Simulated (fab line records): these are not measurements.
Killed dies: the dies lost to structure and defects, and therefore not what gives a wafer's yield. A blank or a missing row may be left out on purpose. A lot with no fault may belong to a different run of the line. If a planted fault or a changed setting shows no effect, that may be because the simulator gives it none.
fab line records	flow nand_harc
record lots=24	wafers=72	last_day=33
route steps=1302 shown A_STAIRCASE@703
lots that met no fault: taken from a fault-free run of the same line
start_h: hours from the record's opening day to when the first of the lot's shown wafers began	wait_h: hours from the lot's prior step to this one	" as in the row above	L1.1+2: a single row standing in for several wafers	- value missing, or start not given	* or withheld: withheld	< > ~ a bound
route shown NAME@n: names a module that has steps shown in the file, with the first one's number in the route	usual: the fault-free wafers' mean and standard deviation	same: alike in all rows	chamber/n: place in a boat	sites: each site's reading	_std_site: the standard deviation of these	_edge_site: the outer-site mean with the inner-site mean subtracted	radius_mm: how far each site lies from the wafer's centre	mask NAME#n: copy n	behind: tool/chamber where the wafer was last shaped	hold: cause of the lot's hold/its duration in hours/its outcome	device: the transistor (n, p or np) that didn't switch	end of line: tests run on the same wafers once the route is complete	a step given without rows: its recipe and nothing more	killed: not the wafer's yield, but the dies lost to structure and defects at the first sort	map: the dies of a wafer, with x for killed, . for not killed, _ for no die there
set.NAME: the setting as run; set.NAME@STEP: as run at that earlier step	model.NAME: the simulator's own value behind a step, which no gauge read
route steps across a sampled set of lots; one table per step, one row per wafer
services: the hour from which a tool's chamber was out of use, counted from the record's first day as start_h (under 0 if before that day), plus the number of hours and why
## steps
# step NHARC_A_STAIRCASE_TRIM_189
# recipe time_s=211.2	o2_flow_sccm=500	ar_flow_sccm=0	bias_w=0	chemistry=O2
# usual drypump_motor_current_A=5.6/0.4	o2_flow_sccm=499.9/1.3	oes_product_au=1.001/0.0087	rf_vpp_V=57.7/0.89	showerhead_plenum_p_Torr=3.48/0.14	throttle_valve_pct=17.037/0.0094
lot.wafer	tool	chamber	start_h	wait_h	drypump_motor_current_A	o2_flow_sccm	oes_product_au	rf_hours_counter_h	rf_vpp_V	showerhead_plenum_p_Torr	throttle_valve_pct
L075.2	rie_diel-13	0	-	-	6.1	500.8	1.004	3	57.4	3.42	17.034
L075.3	"	1	"	"	5.9	500.2	0.987	3	58.6	3.61	17.047
L075.6	"	1	"	"	5.9	499.4	0.996	-	59.6	3.61	17.029
L074.3	rie_diel-13	2	-	-	5.3	499.6	0.999	3	57.1	3.37	17.036
L074.5	"	0	"	"	6.1	498.4	0.985	-	58.3	3.42	17.026
L074.6	"	1	"	"	5.9	501.0	0.988	-	59.5	3.61	17.066
L076.1	rie_diel-10	1	-	-	5.7	497.6	1.015	34	58.2	3.54	17.052
L076.4	"	3	"	"	5.6	498.5	1.018	39	56.5	3.35	17.051
L076.6	"	1	"	"	5.6	499.0	0.997	-	57.6	3.54	17.058
L077.1	rie_diel-13	0	-	-	6.0	500.2	1.005	7	57.7	3.42	17.038
L077.3	"	3	"	"	5.4	499.1	1.008	7	56.8	3.30	17.019
L077.6	"	1	"	"	5.9	500.2	0.997	-	57.7	3.60	17.039
L078.4	rie_diel-02	0	-	-	5.2	496.0	1.011	0	58.1	3.63	17.041
L078.3	"	1	"	"	6.4	497.2	1.002	0	56.1	3.81	17.041
L078.5	"	1	"	"	6.4	499.2	1.007	-	57.9	3.81	17.027
L079.3	rie_diel-13	3	-	-	5.5	500.7	1.000	17	57.2	3.30	17.023
L079.4	"	0	"	"	6.1	498.2	0.997	17	56.8	3.41	17.048
L079.6	"	3	"	"	5.4	500.9	1.000	-	57.8	3.30	17.028
L080.3	rie_diel-02	1	-	-	6.4	499.2	0.997	5	58.7	3.81	17.045
L080.1	"	3	"	"	4.8	501.8	1.006	4	57.8	3.56	17.032
L080.2	"	0	"	"	5.2	498.4	1.001	4	57.8	3.63	17.046
L081.2	rie_diel-10	2	-	-	5.2	501.3	1.003	1	56.9	3.44	17.034
L081.3	"	0	"	"	5.7	502.4	1.006	1	56.4	3.38	17.051
L081.6	"	1	"	"	5.7	501.2	0.986	-	58.9	3.53	17.034
L082.3	rie_diel-13	3	-	-	5.4	501.0	1.009	28	56.5	3.29	17.031
L082.4	"	0	"	"	6.0	501.1	1.001	28	55.4	3.41	17.033
L082.2	"	2	"	"	5.3	502.5	1.012	29	56.8	3.36	17.054
L083.3	rie_diel-10	1	-	-	5.7	500.1	1.006	9	57.1	3.53	17.046
L083.1	"	3	"	"	5.5	499.1	1.004	12	57.0	3.34	17.033
L083.2	"	0	"	"	5.7	501.8	0.998	11	58.5	3.38	17.032
L085.3	rie_diel-02	1	-	-	6.4	499.3	0.997	19	57.6	3.80	17.040
L085.1	"	2	"	"	5.4	501.1	1.002	19	56.0	3.52	17.031
L085.4	"	0	"	"	5.3	498.0	0.995	17	56.3	3.62	17.036
L084.2	rie_diel-13	2	-	-	5.3	499.0	1.016	32	58.9	3.36	17.025
L084.1	"	0	"	"	6.1	499.6	1.009	32	57.9	3.41	17.043
L084.5	"	1	"	"	5.9	496.9	1.015	-	57.4	3.59	17.039
L086.3	rie_diel-10	3	-	-	5.6	501.9	1.004	20	56.6	3.33	17.045
L086.2	"	1	"	"	5.7	500.5	1.002	17	57.0	3.53	17.041
L086.5	"	2	"	"	5.2	499.5	1.004	-	57.5	3.44	17.036
L087.4	rie_diel-13	3	-	-	5.4	500.8	1.009	35	57.0	3.29	17.034
L087.2	"	0	"	"	6.0	500.7	1.002	35	59.1	3.40	17.032
L087.5	"	0	"	"	6.1	500.5	0.999	-	58.2	3.40	17.044
L089.2	rie_diel-10	2	-	-	5.2	496.5	1.003	18	58.6	3.43	17.030
L089.6	"	2	"	"	5.2	499.4	1.000	-	57.0	3.44	17.020
L089.5	"	3	"	"	5.6	500.0	0.994	-	56.7	3.33	17.056
L088.1	rie_diel-02	3	-	-	4.7	500.5	1.003	33	57.3	3.54	17.043
L088.2	"	1	"	"	6.4	499.5	0.985	33	58.7	3.79	17.030
L088.6	"	2	"	"	5.4	500.8	1.008	-	58.3	3.51	17.043
L091.1	rie_diel-02	2	-	-	5.4	499.8	1.008	37	56.9	3.51	17.026
L091.5	"	0	"	"	5.2	499.3	1.002	-	58.3	3.61	17.035
L091.6	"	1	"	"	6.4	500.9	1.001	-	58.0	3.78	17.028
L090.2	rie_diel-13	2	-	-	5.4	498.1	0.983	1	55.3	3.35	17.052
L090.5	"	2	"	"	5.4	499.2	0.985	-	58.4	3.35	17.033
L090.6	"	3	"	"	5.4	500.0	1.016	-	58.3	3.81	17.020
L092.4	rie_diel-02	2	-	-	5.4	500.2	1.004	46	57.3	3.50	17.051
L092.2	"	3	"	"	4.8	499.2	0.998	52	58.4	3.53	17.046
L092.3	"	1	"	"	6.4	500.4	0.990	51	57.1	3.78	17.024
L093.4	rie_diel-13	0	-	-	6.1	500.5	1.003	6	57.4	3.39	17.033
L093.1	"	3	"	"	5.4	496.5	1.003	5	60.5	3.81	17.035
L093.6	"	0	"	"	6.0	501.7	1.001	-	58.2	3.39	17.031
L094.3	rie_diel-10	0	-	-	5.7	501.8	0.988	48	57.2	3.36	17.048
L094.2	"	1	"	"	5.7	499.0	1.000	45	56.8	3.51	17.039
L094.6	"	0	"	"	5.7	501.0	0.986	-	57.9	3.36	17.036
L096.1	rie_diel-10	3	-	-	5.5	498.7	1.009	57	58.7	3.31	17.045
L096.2	"	0	"	"	5.7	499.2	1.005	53	57.0	3.36	17.030
L096.6	"	1	"	"	5.7	498.9	1.004	-	55.6	3.51	17.029
L095.1	rie_diel-10	3	-	-	5.6	500.1	1.002	57	58.1	3.31	17.045
L095.4	"	0	"	"	5.7	500.3	0.984	53	56.4	3.36	17.045
L095.2	"	2	"	"	5.2	499.7	0.988	44	56.9	3.42	17.032
L097.2	rie_diel-13	1	-	-	5.9	498.9	1.009	18	56.5	3.57	17.046
L097.1	"	3	"	"	5.4	501.6	1.011	19	58.4	3.80	17.036
L097.5	"	2	"	"	5.3	499.1	0.997	-	57.6	3.34	17.043
# step NHARC_A_STAIRCASE_ETCH_192
# recipe target_depth_a=1000	time_s=40.5	ion_energy_ev=400	c4f8_flow_sccm=20	o2_flow_sccm=10	ar_flow_sccm=withheld	rf_w=600	bias_w=1000	chemistry=C4F8/O2
# usual oes_product_au=0.943/0.01	rf_vpp_V=894/5.5
lot.wafer	tool	chamber	start_h	wait_h	oes_product_au	rf_hours_counter_h	rf_vpp_V
L075.2	rie_diel-13	3	-	-	0.939	2	887
L075.3	"	2	"	"	0.963	2	891
L075.6	"	3	"	"	0.940	-	888
L074.3	rie_diel-13	2	-	-	0.943	3	889
L074.6	"	1	"	"	0.944	-	899
L074.5	"	2	"	"	0.951	-	889
L076.4	rie_diel-10	3	-	-	0.960	39	890
L076.1	"	0	"	"	0.941	42	891
L076.6	"	3	"	"	0.952	-	890
L077.3	rie_diel-13	2	-	-	0.943	7	890
L077.1	"	3	"	"	0.948	7	887
L077.6	"	2	"	"	0.942	-	889
L078.4	rie_diel-02	1	-	-	0.933	1	906
L078.3	"	3	"	"	0.944	1	897
L078.5	"	0	"	"	0.929	-	900
L079.3	rie_diel-13	0	-	-	0.947	18	891
L079.4	"	2	"	"	0.947	16	890
L079.6	"	3	"	"	0.952	-	888
L080.2	rie_diel-02	0	-	-	0.954	4	901
L080.1	"	1	"	"	0.953	5	905
L080.3	"	3	"	"	0.963	5	898
L081.3	rie_diel-10	1	-	-	0.941	1	897
L081.2	"	0	"	"	0.939	1	891
L081.6	"	2	"	"	0.947	-	893
L082.2	rie_diel-13	3	-	-	0.962	28	887
L082.4	"	0	"	"	0.955	28	892
L082.3	"	1	"	"	0.944	29	897
L083.3	rie_diel-10	0	-	-	0.939	11	891
L083.1	"	1	"	"	0.940	9	898
L083.2	"	3	"	"	0.950	12	890
L085.3	rie_diel-02	1	-	-	0.942	19	905
L085.1	"	3	"	"	0.955	19	898
L085.4	"	0	"	"	0.956	17	900
L084.2	rie_diel-13	1	-	-	0.943	32	898
L084.1	"	2	"	"	0.948	33	889
L084.5	"	0	"	"	0.965	-	892
L086.3	rie_diel-10	1	-	-	0.943	17	896
L086.2	"	0	"	"	0.935	20	890
L086.5	"	2	"	"	0.928	-	893
L087.4	rie_diel-13	2	-	-	0.947	37	889
L087.2	"	3	"	"	0.945	36	888
L087.5	"	3	"	"	0.949	-	888
L089.2	rie_diel-10	2	-	-	0.942	18	893
L089.5	"	2	"	"	0.943	-	894
L089.6	"	3	"	"	0.947	-	889
L088.1	rie_diel-02	1	-	-	0.923	34	905
L088.2	"	3	"	"	0.942	34	898
L088.6	"	2	"	"	0.931	-	896
L091.1	rie_diel-02	3	-	-	0.948	43	897
L091.5	"	0	"	"	0.938	-	900
L091.6	"	1	"	"	0.936	-	904
L090.2	rie_diel-13	1	-	-	0.937	1	897
L090.6	"	3	"	"	0.947	-	906
L090.5	"	0	"	"	0.932	-	891
L092.2	rie_diel-02	3	-	-	0.956	52	896
L092.4	"	0	"	"	0.930	47	898
L092.3	"	1	"	"	0.951	51	905
L093.1	rie_diel-13	2	-	-	0.926	5	887
L093.4	"	1	"	"	0.935	6	898
L093.6	"	3	"	"	0.950	-	905
L094.3	rie_diel-10	0	-	-	0.944	48	890
L094.2	"	1	"	"	0.952	45	895
L094.6	"	2	"	"	0.934	-	893
L096.1	rie_diel-10	0	-	-	0.931	53	890
L096.2	"	1	"	"	0.939	52	895
L096.6	"	2	"	"	0.925	-	892
L095.2	rie_diel-10	2	-	-	0.922	45	892
L095.1	"	3	"	"	0.942	58	887
L095.4	"	0	"	"	0.925	54	890
L097.2	rie_diel-13	1	-	-	0.938	19	898
L097.1	"	3	"	"	0.958	20	905
L097.5	"	0	"	"	0.969	-	890
# step NHARC_A_STAIRCASE_TRIM_198
# recipe time_s=211.2	o2_flow_sccm=500	ar_flow_sccm=0	bias_w=0	chemistry=O2
# usual drypump_motor_current_A=5.5/0.44	o2_flow_sccm=499.9/1.5	oes_product_au=1.003/0.0092	rf_vpp_V=57.7/0.9	showerhead_plenum_p_Torr=3.51/0.14	throttle_valve_pct=17.037/0.0099
lot.wafer	tool	chamber	start_h	wait_h	drypump_motor_current_A	o2_flow_sccm	oes_product_au	rf_hours_counter_h	rf_vpp_V	showerhead_plenum_p_Torr	throttle_valve_pct
L075.3	rie_diel-10	0	-	-	5.7	502.7	0.994	40	56.4	3.39	17.039
L075.2	"	3	"	"	5.5	501.5	1.010	37	57.4	3.35	17.059
L075.6	"	0	"	"	5.7	503.4	0.991	-	57.2	3.39	17.038
L074.3	rie_diel-02	0	-	-	5.2	499.1	1.013	49	59.3	3.64	17.031
L074.5	"	3	"	"	4.7	501.1	1.012	-	58.8	3.56	17.040
L074.6	"	0	"	"	5.3	497.8	1.003	-	57.6	3.64	17.036
L076.4	rie_diel-13	3	-	-	5.4	500.6	1.011	5	57.5	3.31	17.034
L076.1	"	1	"	"	5.9	502.6	0.995	5	57.8	3.60	17.047
L076.6	"	2	"	"	5.3	497.6	1.016	-	57.6	3.37	17.033
L077.3	rie_diel-02	3	-	-	4.7	501.0	1.006	54	58.2	3.56	17.042
L077.1	"	1	"	"	6.4	498.5	0.997	58	57.7	3.29	17.044
L077.6	"	3	"	"	4.8	504.2	1.008	-	58.2	3.56	17.037
L078.4	rie_diel-13	3	-	-	5.5	498.4	1.004	14	55.9	3.30	17.040
L078.3	"	0	"	"	6.0	501.3	1.015	14	58.5	3.42	17.049
L078.5	"	1	"	"	5.9	496.3	0.997	-	58.6	3.60	17.040
L079.4	rie_diel-13	0	-	-	6.1	497.4	1.016	18	56.1	3.41	17.044
L079.3	"	1	"	"	5.9	499.7	0.989	16	57.4	3.60	17.049
L079.6	"	3	"	"	5.5	497.7	1.001	-	57.8	3.30	17.035
L080.3	rie_diel-02	2	-	-	5.4	497.0	1.003	6	59.2	3.52	17.039
L080.1	"	3	"	"	4.8	500.1	0.998	5	57.6	3.56	17.038
L080.2	"	0	"	"	5.2	501.0	0.989	5	57.2	3.63	17.036
L081.3	rie_diel-10	0	-	-	5.7	500.8	0.990	1	57.1	3.38	17.017
L081.2	"	3	"	"	5.5	500.6	1.002	1	55.5	3.34	17.033
L081.6	"	1	"	"	5.7	500.3	0.993	-	57.3	3.53	17.052
L082.4	rie_diel-13	0	-	-	6.0	498.2	1.001	28	58.7	3.41	17.039
L082.3	"	1	"	"	5.9	500.4	1.000	29	57.1	3.59	17.039
L082.2	"	3	"	"	5.5	502.0	1.005	29	57.0	3.29	17.025
L083.3	rie_diel-02	3	-	-	4.7	498.2	1.004	18	58.2	3.55	17.034
L083.1	"	0	"	"	5.3	499.4	1.007	16	56.4	3.63	17.058
L083.2	"	1	"	"	6.4	502.3	1.000	18	58.4	3.80	17.042
L085.4	rie_diel-02	1	-	-	6.4	499.7	1.002	19	59.8	3.80	17.034
L085.3	"	2	"	"	5.4	498.2	1.002	20	57.6	3.52	17.041
L085.1	"	3	"	"	4.8	501.1	1.010	20	58.6	3.55	17.031
L084.2	rie_diel-13	1	-	-	5.9	500.0	1.001	32	57.6	3.59	17.034
L084.1	"	0	"	"	6.1	500.0	1.003	32	55.2	3.41	17.055
L084.5	"	1	"	"	5.9	499.9	0.997	-	57.8	3.59	17.023
L086.2	rie_diel-10	3	-	-	5.5	497.7	1.001	22	58.6	3.33	17.040
L086.3	"	1	"	"	5.7	499.6	1.004	18	58.7	3.53	17.042
L086.5	"	0	"	"	5.7	500.5	0.982	-	56.7	3.37	17.044
L087.2	rie_diel-02	3	-	-	4.7	501.8	1.000	23	57.5	3.55	17.044
L087.4	"	1	"	"	6.4	500.1	0.996	23	57.2	3.79	17.048
L087.5	"	3	"	"	4.7	502.0	0.999	-	58.2	3.55	17.047
L089.2	rie_diel-10	3	-	-	5.6	500.0	1.007	33	57.4	3.32	17.037
L089.6	"	1	"	"	5.7	501.7	1.008	-	56.9	3.52	17.026
L089.5	"	2	"	"	5.2	500.0	1.005	-	58.0	3.43	17.026
L088.2	rie_diel-02	3	-	-	4.7	499.8	1.004	34	57.8	3.54	17.035
L088.1	"	0	"	"	5.3	500.1	0.992	31	56.4	3.62	17.022
L088.6	"	2	"	"	5.4	501.8	1.014	-	57.2	3.51	17.045
L091.1	rie_diel-02	3	-	-	4.7	500.1	0.996	43	56.7	3.54	17.031
L091.6	"	0	"	"	5.3	501.7	0.997	-	56.8	3.61	17.037
L091.5	"	1	"	"	6.4	499.3	1.003	-	58.7	3.78	17.025
L090.2	rie_diel-13	1	-	-	5.9	501.0	1.002	1	57.3	3.58	17.030
L090.6	"	0	"	"	6.1	497.9	0.991	-	57.7	3.40	17.038
L090.5	"	1	"	"	5.9	499.6	1.004	-	58.1	3.58	17.050
L092.3	rie_diel-02	3	-	-	4.8	498.9	1.012	53	57.5	3.53	17.045
L092.2	"	0	"	"	5.3	499.8	1.001	47	56.7	3.61	17.048
L092.4	"	1	"	"	6.4	501.0	0.996	51	58.7	3.78	17.029
L093.1	rie_diel-13	2	-	-	5.3	499.4	0.991	6	56.6	3.34	17.030
L093.4	"	3	"	"	5.4	499.0	1.009	6	58.8	3.80	17.043
L093.6	"	2	"	"	5.3	500.4	1.000	-	57.3	3.34	17.051
L094.3	rie_diel-13	3	-	-	5.4	499.5	1.008	9	58.1	3.80	17.039
L094.2	"	0	"	"	6.1	502.6	1.005	10	58.9	3.39	17.037
L094.6	"	1	"	"	5.9	500.7	1.007	-	57.0	3.58	17.037
L096.1	rie_diel-13	3	-	-	5.4	498.8	1.018	17	59.4	3.80	17.055
L096.2	"	0	"	"	6.1	501.3	1.009	17	59.1	3.39	17.039
L096.6	"	2	"	"	5.3	499.7	0.987	-	58.1	3.34	17.041
L095.4	rie_diel-13	0	-	-	6.1	498.1	1.022	17	57.6	3.39	17.034
L095.2	"	2	"	"	5.3	500.9	0.985	17	58.7	3.34	17.047
L095.1	"	3	"	"	5.4	500.0	1.009	18	59.5	3.80	17.017
L097.1	rie_diel-13	2	-	-	5.3	499.5	0.991	19	57.6	3.34	17.029
L097.2	"	1	"	"	5.9	501.2	1.009	19	56.8	3.57	17.047
L097.5	"	3	"	"	5.5	502.6	1.020	-	59.0	3.80	17.048
# step NHARC_A_STAIRCASE_ETCH_225
# recipe target_depth_a=1000	time_s=40.5	ion_energy_ev=400	c4f8_flow_sccm=20	o2_flow_sccm=10	ar_flow_sccm=withheld	rf_w=600	bias_w=1000	chemistry=C4F8/O2
# usual oes_product_au=0.942/0.0099	rf_vpp_V=894/5.3
lot.wafer	tool	chamber	start_h	wait_h	oes_product_au	rf_hours_counter_h	rf_vpp_V
L075.2	rie_diel-10	2	-	-	0.937	33	893
L075.3	"	0	"	"	0.945	41	891
L075.6	"	3	"	"	0.958	-	890
L074.3	rie_diel-13	0	-	-	0.931	4	891
L074.6	"	3	"	"	0.940	-	889
L074.5	"	0	"	"	0.939	-	893
L076.4	rie_diel-02	2	-	-	0.956	55	896
L076.1	"	0	"	"	0.953	55	900
L076.6	"	2	"	"	0.961	-	896
L077.3	rie_diel-10	3	-	-	0.960	41	889
L077.1	"	0	"	"	0.947	44	892
L077.6	"	3	"	"	0.969	-	889
L078.3	rie_diel-13	1	-	-	0.931	13	900
L078.4	"	2	"	"	0.958	13	891
L078.5	"	1	"	"	0.931	-	900
L079.3	rie_diel-02	1	-	-	0.924	7	906
L079.4	"	2	"	"	0.941	7	896
L079.6	"	0	"	"	0.934	-	899
L080.2	rie_diel-02	1	-	-	0.936	7	906
L080.3	"	2	"	"	0.955	7	895
L080.1	"	0	"	"	0.933	6	901
L081.2	rie_diel-10	3	-	-	0.950	1	889
L081.3	"	0	"	"	0.941	2	889
L081.6	"	0	"	"	0.935	-	892
L082.2	rie_diel-13	1	-	-	0.944	30	899
L082.4	"	2	"	"	0.956	30	889
L082.3	"	3	"	"	0.950	29	885
L083.2	rie_diel-02	1	-	-	0.949	19	905
L083.3	"	2	"	"	0.946	19	896
L083.1	"	3	"	"	0.948	19	897
L085.1	rie_diel-02	2	-	-	0.929	21	895
L085.4	"	3	"	"	0.941	20	895
L085.3	"	1	"	"	0.936	20	904
L084.2	rie_diel-10	0	-	-	0.935	19	891
L084.1	"	1	"	"	0.947	17	895
L084.5	"	3	"	"	0.937	-	890
L086.2	rie_diel-02	3	-	-	0.940	24	898
L086.3	"	0	"	"	0.944	22	899
L086.5	"	0	"	"	0.934	-	900
L087.4	rie_diel-10	3	-	-	0.949	23	889
L087.2	"	0	"	"	0.933	22	891
L087.5	"	2	"	"	0.951	-	892
L089.2	rie_diel-10	0	-	-	0.937	31	891
L089.5	"	3	"	"	0.950	-	889
L089.6	"	0	"	"	0.938	-	890
L088.2	rie_diel-13	1	-	-	0.938	47	898
L088.1	"	3	"	"	0.946	47	889
L088.6	"	2	"	"	0.940	-	889
L091.1	rie_diel-10	0	-	-	0.937	38	889
L091.6	"	0	"	"	0.926	-	891
L091.5	"	1	"	"	0.956	-	895
L090.2	rie_diel-02	2	-	-	0.957	38	895
L090.5	"	0	"	"	0.943	-	900
L090.6	"	1	"	"	0.959	-	905
L092.3	rie_diel-13	0	-	-	0.943	8	891
L092.4	"	2	"	"	0.925	7	888
L092.2	"	3	"	"	0.941	7	907
L093.1	rie_diel-13	3	-	-	0.934	7	906
L093.4	"	2	"	"	0.912	7	889
L093.6	"	0	"	"	0.937	-	889
L094.2	rie_diel-02	2	-	-	0.926	50	895
L094.3	"	1	"	"	0.929	54	906
L094.6	"	3	"	"	0.941	-	895
L096.1	rie_diel-10	3	-	-	0.932	60	887
L096.2	"	0	"	"	0.940	56	890
L096.6	"	2	"	"	0.929	-	893
L095.1	rie_diel-10	3	-	-	0.942	60	888
L095.4	"	0	"	"	0.933	56	888
L095.2	"	1	"	"	0.924	54	896
L097.1	rie_diel-10	1	-	-	0.939	57	895
L097.2	"	3	"	"	0.955	63	886
L097.5	"	1	"	"	0.935	-	895
# step NHARC_A_STAIRCASE_ETCH_227
# recipe target_depth_a=1000	time_s=40.5	ion_energy_ev=400	c4f8_flow_sccm=20	o2_flow_sccm=10	ar_flow_sccm=withheld	rf_w=600	bias_w=1000	chemistry=C4F8/O2
# usual oes_product_au=0.944/0.011	rf_vpp_V=894/5
lot.wafer	tool	chamber	start_h	wait_h	oes_product_au	rf_hours_counter_h	rf_vpp_V
L075.2	rie_diel-10	0	-	-	0.951	41	890
L075.3	"	3	"	"	0.966	37	890
L075.6	"	1	"	"	0.948	-	897
L074.3	rie_diel-13	3	-	-	0.944	4	889
L074.5	"	2	"	"	0.939	-	890
L074.6	"	3	"	"	0.946	-	887
L076.4	rie_diel-02	0	-	-	0.945	55	899
L076.1	"	1	"	"	0.936	57	888
L076.6	"	3	"	"	0.952	-	897
L077.1	rie_diel-10	0	-	-	0.954	44	892
L077.3	"	1	"	"	0.953	37	896
L077.6	"	3	"	"	0.971	-	891
L078.3	rie_diel-13	2	-	-	0.962	13	890
L078.4	"	1	"	"	0.949	13	899
L078.5	"	3	"	"	0.935	-	889
L079.4	rie_diel-02	3	-	-	0.944	6	897
L079.3	"	0	"	"	0.931	6	900
L079.6	"	2	"	"	0.937	-	895
L080.3	rie_diel-02	3	-	-	0.945	6	899
L080.2	"	0	"	"	0.938	6	900
L080.1	"	1	"	"	0.929	7	906
L081.2	rie_diel-10	3	-	-	0.958	2	888
L081.3	"	0	"	"	0.943	2	891
L081.6	"	3	"	"	0.961	-	889
L082.3	rie_diel-13	1	-	-	0.942	30	899
L082.4	"	3	"	"	0.954	29	886
L082.2	"	0	"	"	0.954	29	892
L083.1	rie_diel-02	2	-	-	0.940	19	896
L083.2	"	3	"	"	0.946	19	896
L083.3	"	0	"	"	0.944	17	899
L085.3	rie_diel-02	3	-	-	0.954	20	898
L085.1	"	0	"	"	0.939	18	900
L085.4	"	2	"	"	0.946	21	896
L084.1	rie_diel-10	0	-	-	0.932	19	891
L084.2	"	1	"	"	0.939	17	896
L084.5	"	3	"	"	0.942	-	888
L086.2	rie_diel-02	1	-	-	0.936	24	905
L086.3	"	0	"	"	0.944	22	897
L086.5	"	3	"	"	0.946	-	897
L087.4	rie_diel-10	2	-	-	0.941	9	893
L087.2	"	1	"	"	0.935	20	895
L087.5	"	2	"	"	0.952	-	893
L089.2	rie_diel-10	2	-	-	0.943	19	892
L089.5	"	1	"	"	0.949	-	895
L089.6	"	2	"	"	0.935	-	892
L088.2	rie_diel-13	2	-	-	0.951	47	889
L088.1	"	3	"	"	0.942	47	887
L088.6	"	3	"	"	0.950	-	887
L091.1	rie_diel-10	0	-	-	0.930	39	890
L091.5	"	2	"	"	0.939	-	893
L091.6	"	3	"	"	0.941	-	888
L090.2	rie_diel-02	0	-	-	0.955	42	898
L090.5	"	1	"	"	0.959	-	905
L090.6	"	2	"	"	0.952	-	896
L092.3	rie_diel-13	3	-	-	0.936	7	905
L092.4	"	0	"	"	0.928	8	891
L092.2	"	1	"	"	0.914	8	898
L093.1	rie_diel-13	0	-	-	0.964	8	890
L093.4	"	2	"	"	0.934	7	889
L093.6	"	0	"	"	0.962	-	891
L094.2	rie_diel-02	2	-	-	0.955	50	894
L094.3	"	3	"	"	0.942	56	896
L094.6	"	3	"	"	0.940	-	895
L096.1	rie_diel-10	2	-	-	0.932	47	893
L096.2	"	3	"	"	0.937	60	889
L096.6	"	0	"	"	0.940	-	889
L095.2	rie_diel-10	0	-	-	0.936	56	889
L095.1	"	2	"	"	0.924	47	893
L095.4	"	3	"	"	0.942	60	888
L097.1	rie_diel-10	1	-	-	0.941	57	896
L097.2	"	2	"	"	0.936	49	893
L097.5	"	3	"	"	0.940	-	888
# step NHARC_A_STAIRCASE_STRIP_254
# recipe power_w=1500	temp_c=250	chemistry=O2
# usual drypump_motor_current_A=5.6/0.54	heater_power_w=334/17
lot.wafer	tool	chamber	start_h	wait_h	drypump_motor_current_A	heater_power_w	rf_hours_counter_h
L075.2	plasma_asher-01	0	371.17	-	5.3	322	3
L075.3	"	1	"	"	5.1	307	-
L075.6	"	0	"	"	5.3	320	-
L074.3	plasma_asher-01	1	374.52	-	5.1	326	-
L074.6	"	1	"	"	5.0	322	-
L074.5	"	0	"	"	5.3	335	-
L076.1	plasma_asher-01	1	383.84	-	5.0	325	6
L076.4	"	0	"	"	5.4	318	-
L076.6	"	0	"	"	5.3	325	-
L077.1	plasma_asher-02	1	390.52	-	5.8	366	27
L077.3	"	0	"	"	6.5	357	-
L077.6	"	0	"	"	6.5	357	-
L078.4	plasma_asher-01	1	411.33	-	5.0	317	-
L078.3	"	0	"	"	5.3	328	-
L078.5	"	1	"	"	5.1	322	-
L079.3	plasma_asher-01	1	432.18	-	5.0	332	-
L079.4	"	0	"	"	5.4	331	-
L079.6	"	1	"	"	5.0	325	-
L080.2	plasma_asher-01	0	432.37	-	5.3	329	15
L080.1	"	1	"	"	5.1	326	15
L080.3	"	1	"	"	5.0	315	-
L081.2	plasma_asher-01	1	439.41	-	5.0	317	19
L081.3	"	1	"	"	5.0	323	-
L081.6	"	1	"	"	5.0	327	-
L082.2	plasma_asher-02	0	459.58	-	6.5	365	5
L082.4	"	0	"	"	6.5	354	-
L082.3	"	1	"	"	5.8	340	-
L083.2	plasma_asher-01	0	466.46	-	5.4	327	24
L083.1	"	1	"	"	5.0	324	24
L083.3	"	0	"	"	5.4	319	-
L085.1	plasma_asher-02	1	472.07	-	5.8	340	7
L085.4	"	1	"	"	5.8	339	-
L085.3	"	0	"	"	6.5	355	-
L084.2	plasma_asher-02	0	476.67	-	6.5	359	9
L084.1	"	1	"	"	5.8	337	9
L084.5	"	1	"	"	5.8	328	-
L086.2	plasma_asher-02	1	482.92	-	5.8	335	10
L086.3	"	0	"	"	6.5	353	-
L086.5	"	1	"	"	5.8	336	-
L087.2	plasma_asher-01	1	483.63	-	5.0	317	28
L087.4	"	0	"	"	5.3	325	-
L087.5	"	1	"	"	5.0	328	-
L089.2	plasma_asher-02	1	511.57	-	5.8	342	16
L089.5	"	1	"	"	5.8	334	-
L089.6	"	0	"	"	6.5	364	-
L088.2	plasma_asher-02	1	512.31	-	5.9	338	16
L088.1	"	0	"	"	6.5	354	16
L088.6	"	0	"	"	6.5	369	-
L091.1	plasma_asher-01	0	545.20	-	5.3	320	4
L091.5	"	1	"	"	5.1	326	-
L091.6	"	0	"	"	5.3	315	-
L090.2	plasma_asher-02	0	545.51	-	6.5	360	23
L090.5	"	0	"	"	6.5	354	-
L090.6	"	1	"	"	5.8	338	-
L092.2	plasma_asher-02	0	558.00	-	6.5	348	25
L092.3	"	1	"	"	5.8	334	-
L092.4	"	0	"	"	6.5	356	-
L093.1	plasma_asher-01	0	558.24	-	5.3	323	6
L093.4	"	1	"	"	5.1	318	-
L093.6	"	0	"	"	5.3	314	-
L094.2	plasma_asher-01	1	567.87	-	5.1	313	8
L094.3	"	0	"	"	5.3	316	-
L094.6	"	0	"	"	5.4	308	-
L096.2	plasma_asher-01	0	586.22	-	5.4	310	12
L096.1	"	1	"	"	5.0	320	12
L096.6	"	1	"	"	5.0	311	-
L095.1	plasma_asher-02	1	586.47	-	5.9	343	32
L095.2	"	0	"	"	6.5	355	32
L095.4	"	1	"	"	5.8	347	-
L097.1	plasma_asher-02	1	591.74	-	5.8	339	32
L097.2	"	0	"	"	6.5	364	32
L097.5	"	1	"	"	5.8	333	-
## services
tool	chamber	start_h	hours	kind
plasma_asher-01	-	342.00	9.0	pm
rie_diel-13	-	344.23	9.0	pm
rie_diel-13	0	344.23	9.0	vent_cycle
rie_diel-13	1	344.23	9.0	vent_cycle
rie_diel-13	2	344.23	9.0	vent_cycle
rie_diel-13	3	344.23	9.0	vent_cycle
rie_diel-13	0	353.23	-	clean
rie_diel-13	1	353.23	-	clean
plasma_asher-01	-	359.11	8.5	repair
rie_diel-02	2	360.98	4.4	repair
rie_diel-13	-	375.05	0.7	repair
rie_diel-02	-	393.83	9.0	pm
rie_diel-10	-	420.03	9.0	pm
plasma_asher-02	-	426.00	9.0	pm
rie_diel-02	2	432.93	5.3	repair
plasma_asher-02	-	438.11	1.2	repair
rie_diel-10	2	441.16	33.4	repair
rie_diel-02	2	477.98	4.5	repair
rie_diel-02	2	488.79	12.6	repair
plasma_asher-01	-	490.20	1.0	repair
rie_diel-02	0	499.98	5.0	repair
plasma_asher-01	-	519.05	9.0	pm
rie_diel-13	-	521.23	9.0	pm
rie_diel-13	0	585.30	4.4	repair
## key
fault none
